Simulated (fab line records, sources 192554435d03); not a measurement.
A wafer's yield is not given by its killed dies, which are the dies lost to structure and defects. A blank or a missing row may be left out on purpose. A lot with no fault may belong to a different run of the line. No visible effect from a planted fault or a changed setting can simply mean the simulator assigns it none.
Chamber matching	flow n5 finfet	4 sister chambers for N5_DUMMY_GATE_DESCUM_20 on rie diel-02
The step chemistry O2, time 6.2 s. 4 wafers are shown with their chamber, then 11 later ones without.

## WAFERS WITH THEIR CHAMBER
wafer	chamber	throttle valve pct (%)
L080.4	2	20.65
L086.5	1	20.92
L087.6	3	20.08
L088.1	0	20.09

## WAFERS WHOSE CHAMBER IS MISSING
wafer	throttle valve pct (%)
L088.2	20.92
L088.3	20.08
L092.1	20.11
L092.3	20.93
L092.4	20.67
L094.2	20.67
L094.3	20.12
L094.5	20.69
L097.2	20.95
L097.4	20.11
L097.5	20.09

## EACH ONE'S CHAMBER
wafer	from the rows above	in truth
L088.2	1	1
L088.3	can't be placed: 3 or 0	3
L092.1	can't be placed: 0 or 3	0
L092.3	1	1
L092.4	2	2
L094.2	2	2
L094.3	can't be placed: 0 or 3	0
L094.5	2	2
L097.2	1	1
L097.4	can't be placed: 0 or 3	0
L097.5	can't be placed: 0 or 3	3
Correctly placed: 6 of 11. Can't be placed from these rows: 5 (the true chamber is among the candidates in 5). Placed wrongly: 0.
How it was worked out, from the rows above alone: a wafer's distance from a chamber is the root of the sum, over the readings, of the square of ((its reading less the chamber's mean) divided by the reading's scatter). The wafer belongs to the nearest chamber; if the next one is less than 2 further off, it can't be placed. The mean given for a chamber averages the wafers shown for that chamber. The scatter (one wafer shown for each chamber): square how far every hidden wafer sits from the nearest shown wafer, average those squares and take the square root.
